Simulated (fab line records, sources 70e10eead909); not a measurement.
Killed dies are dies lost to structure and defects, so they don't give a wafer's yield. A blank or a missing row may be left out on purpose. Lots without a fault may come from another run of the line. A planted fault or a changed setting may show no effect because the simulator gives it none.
Chamber matching | flow nand_harc | NHARC_P_M2_PRE_CLEAN_32 on pecvd-04: 3 sister chambers
The step time 12 s. 3 wafers are shown with their chamber, then 8 later ones without.

WAFERS WITH THEIR CHAMBER
wafer  | chamber | heater_power_w (W)
L089.2 | 1       | 648
L089.6 | 0       | 490
L092.2 | 2       | 597

WAFERS WITHOUT THEIR CHAMBER
wafer  | heater_power_w (W)
L092.4 | 485
L092.5 | 627
L094.1 | 603
L094.3 | 508
L094.5 | 490
L096.1 | 578
L096.5 | 594
L096.6 | 595

WHICH CHAMBER EACH WENT THROUGH
wafer  | from the rows above     | in truth
L092.4 | 0                       | 0
L092.5 | can't be placed: 1 or 2 | 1
L094.1 | 2                       | 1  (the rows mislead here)
L094.3 | 0                       | 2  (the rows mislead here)
L094.5 | 0                       | 0
L096.1 | 2                       | 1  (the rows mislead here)
L096.5 | 2                       | 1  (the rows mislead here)
L096.6 | 2                       | 2
Placed correctly: 3 of 8. Can't be placed from these rows: 1 (the true chamber is among the candidates in 1). Placed wrongly: 4.
How it was worked out, from the rows above alone: a wafer's distance from a chamber is the root of the sum, over the readings, of the square of ((its reading less the chamber's mean) divided by the reading's scatter). The wafer belongs to the nearest chamber; if the next one is less than 2 further off, it can't be placed. A chamber's mean is the mean of its shown wafers. The scatter: with one shown wafer a chamber, the root of the mean of the squares of how far each hidden wafer lies from its nearest shown one.
